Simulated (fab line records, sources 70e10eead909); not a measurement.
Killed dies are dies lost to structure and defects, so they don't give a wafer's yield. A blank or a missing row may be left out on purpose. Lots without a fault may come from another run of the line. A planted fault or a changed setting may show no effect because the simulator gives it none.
fab line records | flow nand_harc
record lots=12 wafers=36 last_day=33
route steps=1302 shown A_CONTACT@1078 END@1302
lots that met no fault: from a run of the same line without faults
start_h: hours from the record's first day to the start of the lot's first wafer shown | wait_h: hours since the lot's step before | " the same as in the row above | L1.1+2: a row that stands for several wafers | - no value, or no start given | * or withheld: withheld | < > ~ a bound
route shown NAME@n: a module of which the file shows steps, and the number in the route of the first | usual: mean/standard deviation of fault-free wafers | same: alike in all rows | chamber/n: place in a boat | sites: the reading at each site | _std_site: their standard deviation | _edge_site: outer sites' mean less inner sites' | radius_mm: how far each site lies from the wafer's centre | mask NAME#n: copy n | behind: the tool/chamber that last shaped the wafer | hold: why the lot was held/for how many hours/how that ended | device: the transistor (n, p or np) that didn't switch | end of line: the same wafers' tests at the end of the route | a step without rows: its recipe alone | killed: dies lost to structure and defects at the first sort, not the wafer's yield | map: a wafer's dies, x killed, . not, _ none there
set.NAME: the setting as run; set.NAME@STEP: as run at that earlier step | model.NAME: the simulator's own value behind a step, which no gauge read
steps of the route over a sample of lots; a table a step, a row a wafer
services: from which hour (start_h, from the record's first day; less than 0 if before it) a tool's chamber was out of use, for how many hours, and why
## steps
# step NHARC_A_CONTACT_CD_MEAS_08
# recipe target_cd_nm=200 landing_energy_ev=500
# usual cd_nm=199.9/0.47
# columns lot.wafer tool chamber start_h wait_h cd_nm
L301.4 cd_sem-02 0 512.15 - 200.0
L301.5 " 0 " " 199.8
L301.6 " 0 " " 199.9
L302.1 cd_sem-02 0 531.40 - 198.8
L302.2 " 0 " " 200.0
L302.6 " 0 " " 199.9
L304.1 cd_sem-01 0 538.53 - 200.1
L304.4 " 0 " " 199.4
L304.6 " 0 " " 200.0
L305.2 cd_sem-02 0 539.44 - 199.8
L305.3 " 0 " " 200.3
L305.4 " 0 " " 200.3
L307.2 cd_sem-02 0 571.12 - 199.5
L307.5 " 0 " " 199.0
L307.6 " 0 " " 199.2
L308.1 cd_sem-02 0 580.58 - 200.4
L308.5 " 0 " " 200.2
L308.6 " 0 " " 200.2
L309.1 cd_sem-02 0 583.70 - 200.1
L309.4 " 0 " " 199.8
L309.6 " 0 " " 200.4
L312.2 cd_sem-01 0 624.42 - 200.2
L312.4 " 0 " " 200.0
L312.5 " 0 " " 199.9
L318.2 cd_sem-03 0 668.72 - 199.4
L318.3 " 0 " " 199.5
L318.4 " 0 " " 199.4
L317.1 cd_sem-01 0 669.86 - 200.1
L317.4 " 0 " " 200.9
L317.5 " 0 " " 200.7
L323.1 cd_sem-03 0 722.45 - 199.8
L323.3 " 0 " " 200.4
L323.6 " 0 " " 199.8
L324.2 cd_sem-03 0 735.74 - 200.3
L324.4 " 0 " " 199.9
L324.5 " 0 " " 200.2
# step NHARC_A_CONTACT_ETCH_134
# recipe source_w=withheld pressure_mtorr=20 bias_v=withheld time_s=140 target_depth_a=7000 ar_flow_sccm=withheld c4f8_flow_sccm=withheld o2_flow_sccm=withheld chemistry=C4F8/O2/Ar
# usual run_length_s=141.2/0.53
# columns lot.wafer tool chamber start_h wait_h rf_hours_counter_h run_length_s
L301.4 har_cap_etch-03 0 514.01 - - 140.2
L301.5 " 1 " " - 140.7
L301.6 " 0 " " - 140.6
L302.2 har_cap_etch-01 0 532.74 - 4 141.4
L302.1 " 1 " " 4 141.7
L302.6 " 1 " " - 141.9
L304.1 har_cap_etch-01 0 540.30 - 5 141.5
L304.4 " 0 " " - 141.5
L304.6 " 1 " " - 141.9
L305.2 har_cap_etch-02 1 540.80 - 95 141.9
L305.3 " 0 " " - 141.4
L305.4 " 1 " " - 141.2
L307.2 har_cap_etch-03 0 572.43 - 58 141.1
L307.6 " 0 " " - 140.8
L307.5 " 1 " " - 140.6
L308.1 har_cap_etch-03 0 581.93 - 59 140.5
L308.5 " 1 " " - 140.7
L308.6 " 0 " " - 140.8
L309.1 har_cap_etch-01 0 585.12 - 12 142.0
L309.4 " 1 " " - 141.7
L309.6 " 0 " " - 141.2
L312.2 har_cap_etch-01 0 625.75 - 17 141.2
L312.4 " 0 " " - 141.4
L312.5 " 0 " " - 141.5
L318.2 har_cap_etch-02 0 670.06 - 117 140.9
L318.3 " 1 " " - 141.8
L318.4 " 0 " " - 140.9
L317.1 har_cap_etch-03 0 671.41 - 76 140.7
L317.4 " 1 " " - 140.8
L317.5 " 0 " " - 140.5
L323.1 har_cap_etch-01 0 724.20 - 41 141.6
L323.3 " 1 " " - 142.0
L323.6 " 0 " " - 141.3
L324.2 har_cap_etch-01 1 737.08 - 42 142.0
L324.4 " 0 " " - 141.9
L324.5 " 0 " " - 141.6
# step NHARC_A_CONTACT_ETCH_137
# recipe source_w=withheld pressure_mtorr=20 bias_v=1200 time_s=311 target_depth_a=19120 ar_flow_sccm=withheld c4f8_flow_sccm=withheld o2_flow_sccm=withheld chemistry=C4F8/O2/Ar
# usual run_length_s=311/0
# columns lot.wafer tool chamber start_h wait_h rf_hours_counter_h run_length_s
L301.4 har_cap_etch-03 0 514.79 0.2 - 311
L301.5 " 1 " " - 311
L301.6 " 0 " " - 311
L302.2 har_cap_etch-01 0 533.48 0.2 4 311
L302.1 " 1 " " 4 311
L302.6 " 1 " " - 311
L304.1 har_cap_etch-01 0 541.04 0.2 6 311
L304.4 " 0 " " - 311
L304.6 " 1 " " - 311
L305.2 har_cap_etch-02 1 541.56 0.2 95 311
L305.3 " 0 " " - 311
L305.4 " 1 " " - 311
L307.2 har_cap_etch-03 0 573.17 0.2 58 311
L307.6 " 0 " " - 311
L307.5 " 1 " " - 311
L308.1 har_cap_etch-03 0 582.69 0.2 60 311
L308.5 " 1 " " - 311
L308.6 " 0 " " - 311
L309.1 har_cap_etch-01 0 585.87 0.2 13 311
L309.4 " 1 " " - 311
L309.6 " 0 " " - 311
L312.2 har_cap_etch-01 0 626.51 0.2 18 311
L312.4 " 0 " " - 311
L312.5 " 0 " " - 311
L318.2 har_cap_etch-02 0 670.80 0.2 118 311
L318.3 " 1 " " - 311
L318.4 " 0 " " - 311
L317.1 har_cap_etch-03 0 672.17 0.2 77 311
L317.4 " 1 " " - 533.23
L317.5 " 0 " " - 311
L323.1 har_cap_etch-01 0 724.94 0.2 41 311
L323.3 " 1 " " - 311
L323.6 " 0 " " - 311
L324.2 har_cap_etch-01 1 737.83 0.2 43 311
L324.4 " 0 " " - 311
L324.5 " 0 " " - 311
# step NHARC_A_CONTACT_ETCH_92
# recipe target_depth_a=400 over_etch_frac=0.5 time_s=85.7 ion_energy_ev=120 ch3f_flow_sccm=50 o2_flow_sccm=30 ar_flow_sccm=200 rf_w=500 bias_w=100 chemistry=CH3F/O2
# usual drypump_motor_current_A=5.7/0.45 o2_flow_sccm=30.01/0.1 oes_product_au=0.933/0.025 rf_vpp_V=244.9/1.7 run_length_s=107.3/0.44 showerhead_plenum_p_Torr=2.50/0.1 throttle_valve_pct=20.662/0.0091
# columns lot.wafer tool chamber start_h wait_h drypump_motor_current_A o2_flow_sccm oes_product_au rf_hours_counter_h rf_vpp_V run_length_s showerhead_plenum_p_Torr throttle_valve_pct
L301.4 rie_diel-04 0 515.75 0.4 6.1 29.98 0.918 46 246.2 106.6 2.53 20.649
L301.6 " 0 " " 6.1 29.94 0.918 - 245.6 107.3 2.53 20.677
L301.5 " 1 " " 4.8 29.97 0.921 - 246.6 107.1 2.57 20.640
L302.2 rie_diel-11 1 534.64 0.6 5.8 29.98 0.924 16 242.8 107.4 2.36 20.666
L302.1 " 3 " " 5.4 30.10 0.948 15 245.1 107.3 2.55 20.660
L302.6 " 1 " " 5.8 30.17 0.929 - 243.7 107.8 2.36 20.654
L304.4 rie_diel-11 3 542.17 0.4 5.4 29.88 0.930 16 247.1 107.0 2.55 20.646
L304.1 " 0 " " 6.0 30.14 0.928 17 246.9 107.6 2.61 20.647
L304.6 " 2 " " 5.2 30.02 0.922 - 244.3 107.5 2.53 20.658
L305.4 rie_diel-04 0 542.62 0.4 6.0 30.14 0.976 0 244.4 106.5 2.53 20.670
L305.2 " 1 " " 4.8 29.91 1.001 0 245.7 107.1 2.57 20.652
L305.3 " 2 " " 6.0 30.02 1.019 0 248.2 107.8 2.64 20.659
L307.2 rie_diel-11 2 574.31 0.5 5.2 30.06 0.926 22 246.7 107.8 2.53 20.636
L307.5 " 0 " " 6.0 29.76 0.916 - 247.2 107.2 2.60 20.662
L307.6 " 1 " " 5.7 30.25 0.908 - 243.8 107.4 2.36 20.675
L308.1 rie_diel-11 0 583.74 0.5 6.0 29.97 0.929 24 247.1 107.3 2.60 20.670
L308.5 " 0 " " 6.0 30.06 0.923 - 246.6 107.4 2.60 20.657
L308.6 " 1 " " 5.8 29.99 0.918 - 242.6 107.4 2.36 20.664
L309.4 rie_diel-04 2 586.92 0.4 6.0 29.90 0.935 17 248.4 107.3 2.63 20.651
L309.1 " 0 " " 6.1 30.01 0.913 16 244.1 106.6 2.52 20.666
L309.6 " 2 " " 6.0 29.93 0.935 - 246.7 107.9 2.63 20.674
L312.4 rie_diel-11 1 627.56 0.4 5.8 30.01 0.903 2 243.2 107.5 2.36 20.656
L312.2 " 2 " " 5.2 29.91 0.919 2 245.9 107.4 2.53 20.661
L312.5 " 2 " " 5.2 29.92 0.912 - 245.4 108.0 2.53 20.665
L318.2 rie_diel-13 0 671.86 0.5 5.9 30.21 0.924 51 242.6 107.1 2.34 20.651
L318.3 " 2 " " 5.9 29.90 0.949 56 245.0 107.5 2.43 20.668
L318.4 " 1 " " 5.5 30.06 0.924 - 245.6 107.0 2.62 20.666
L317.1 rie_diel-11 3 673.23 0.5 5.4 30.13 0.933 7 246.6 107.6 2.54 20.656
L317.4 " 1 " " 5.8 30.08 0.924 10 240.9 107.3 2.36 20.662
L317.5 " 3 " " 5.4 30.10 0.942 - 244.9 107.2 2.54 20.662
L323.1 rie_diel-11 3 726.08 0.5 5.4 30.24 0.939 17 245.5 107.1 2.53 20.664
L323.3 " 3 " " 5.4 30.17 0.941 - 246.6 107.3 2.54 20.671
L323.6 " 1 " " 5.8 29.96 0.914 - 244.1 107.8 2.35 20.674
L324.4 rie_diel-13 3 738.90 0.4 6.6 30.06 0.925 16 247.0 107.2 2.65 20.650
L324.2 " 1 " " 5.5 29.85 0.929 15 246.2 107.3 2.61 20.671
L324.5 " 3 " " 6.5 30.30 0.925 - 247.7 106.6 2.65 20.660
# step NHARC_END_SORT_01
# recipe temp_c=25
# usual killed_at_array=55/20 killed_at_other=1.2/1.3 killed_at_periphery=4.0/3 killed_dies=60/21 killed_open=3.2/1.9 killed_short=2.5/1.6
# same gross_dies=677
# columns lot.wafer tool chamber start_h wait_h killed_at_array killed_at_other killed_at_periphery killed_dies killed_open killed_short
L305.2 prober-01 0 592.17 2.8 95 0 3 98 2 1
L305.3 prober-01 0 592.97 3.1 104 0 0 104 2 1
L305.4 prober-01 0 593.77 3.4 114 0 1 115 1 3
L309.1 prober-01 0 630.70 2.5 72 5 8 85 6 3
L309.4 prober-01 0 633.12 3.4 63 0 3 66 1 2
L309.6 prober-01 0 634.73 4.0 75 0 6 81 5 6
L312.5 prober-02 0 676.87 3.7 66 4 5 75 3 2
# killed by level:class
L305.2 A_SLIT:chamber_film_flake=33 A_CHANNEL_HOLE_D1:chamber_film_flake=26 A_CHANNEL_HOLE_D2:chamber_film_flake=23 A_CONTACT:chamber_film_flake=7 P_STI:chamber_film_flake=3 A_STAIRCASE:chamber_film_flake=2 A_DECK1_JOINT:geometric_particle:open=1 A_CHANNEL_HOLE_D2:geometric_particle:short=1
L305.3 A_CHANNEL_HOLE_D1:chamber_film_flake=32 A_CHANNEL_HOLE_D2:chamber_film_flake=29 A_SLIT:chamber_film_flake=27 A_CONTACT:chamber_film_flake=12 A_ONON_D1:geometric_particle:short=1 A_ONON_D2:geometric_particle:open=1 A_BLC:geometric_particle:open=1 A_CHANNEL_FILL_D2:chamber_film_flake=1
L305.4 A_CHANNEL_HOLE_D1:chamber_film_flake=33 A_CHANNEL_HOLE_D2:chamber_film_flake=31 A_SLIT:chamber_film_flake=29 A_CONTACT:chamber_film_flake=10 A_ZERO_WELL:chamber_film_flake=2 A_DECK1_JOINT:chamber_film_flake=2 A_CHANNEL_FILL_D2:chamber_film_flake=2 P_CONTACT:geometric_particle:short=1
L309.1 A_CHANNEL_HOLE_D1:chamber_film_flake=37 A_CHANNEL_HOLE_D2:chamber_film_flake=17 THIN_TSV:chamber_film_flake=5 A_CHANNEL_FILL_D2:geometric_particle:open=3 A_CONTACT:chamber_film_flake=3 P_ZERO_WELL:chamber_film_flake=2 P_M1:chamber_film_flake=2 P_BONDPAD:chamber_film_flake=2
L309.4 A_CHANNEL_HOLE_D1:chamber_film_flake=32 A_CHANNEL_HOLE_D2:chamber_film_flake=14 A_CHANNEL_FILL_D1:chamber_film_flake=3 A_SGD_CUT:chamber_film_flake=3 A_CONTACT:chamber_film_flake=3 A_DECK1_JOINT:chamber_film_flake=2 A_WL_FILL:chamber_film_flake=2 P_M0:geometric_particle:short=1
L309.6 A_CHANNEL_HOLE_D1:chamber_film_flake=32 A_CHANNEL_HOLE_D2:chamber_film_flake=15 A_WL_FILL:chamber_film_flake=6 A_CONTACT:chamber_film_flake=4 A_SOURCE_PLATE:geometric_particle:open=2 P_BONDPAD:chamber_film_flake=2 A_CHANNEL_FILL_D1:chamber_film_flake=2 A_DECK1_JOINT:chamber_film_flake=2
L312.5 A_CHANNEL_HOLE_D1:chamber_film_flake=29 A_CHANNEL_HOLE_D2:chamber_film_flake=15 A_CHANNEL_FILL_D2:chamber_film_flake=8 P_STI:chamber_film_flake=4 A_CONTACT:chamber_film_flake=4 THIN_TSV:chamber_film_flake=4 A_STAIRCASE:chamber_film_flake=3 A_CHANNEL_HOLE_D1:geometric_particle:short=1
## services
# columns tool chamber start_h hours kind
rie_diel-11 0 490.67 - clean
har_cap_etch-01 - 497.00 17.0 pm
har_cap_etch-01 0 497.00 17.0 vent_cycle
har_cap_etch-01 1 497.00 17.0 vent_cycle
rie_diel-13 1 502.11 6.3 repair
rie_diel-13 3 503.17 2.0 repair
har_cap_etch-01 0 514.00 - clean
har_cap_etch-01 1 514.00 - clean
rie_diel-13 - 519.06 9.0 pm
rie_diel-04 - 533.45 9.0 pm
rie_diel-11 0 533.94 3.5 repair
rie_diel-13 0 590.19 16.5 repair
rie_diel-13 3 593.53 2.5 repair
rie_diel-11 - 609.67 9.0 pm
rie_diel-13 1 641.50 27.9 repair
rie_diel-11 3 648.17 8.8 repair
rie_diel-11 3 676.77 15.5 repair
rie_diel-11 1 690.05 7.9 repair
rie_diel-13 - 696.89 9.0 pm
har_cap_etch-02 - 703.21 76.0 repair
rie_diel-04 - 710.56 9.0 pm
rie_diel-13 2 718.20 7.7 repair
rie_diel-11 0 722.04 6.5 repair
rie_diel-11 1 736.32 16.2 repair
## key
first_sign step=NHARC_A_CONTACT_ETCH_137 reading=run_length_s direction=up sigmas=99+ usual=* struck=*
effect none on later readings
met_at NHARC_A_CONTACT_ETCH_137
struck_lots L317
struck_wafers L317.4
tester_left_out L317
not_acting_at NHARC_A_CONTACT_CD_MEAS_08,NHARC_A_CONTACT_ETCH_134,NHARC_A_CONTACT_ETCH_92
onset_between 582.69 672.17
fault kind=process_parameter_drift tool=har_cap_etch-03 chamber=- onset_h=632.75 steps=NHARC_A_CONTACT_ETCH_137 channel=time_s offset=* shape=step end_h=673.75 scope=struck_wafers_only acts_in=* stated=*
# tester_left_out: of these lots the tester's yield and bins aren't shown, on N5 and GAA mostly nor the transistor test; their killed dies are dies lost to structure and defects alone, not to doping, threshold or leakage, so they don't give the yield
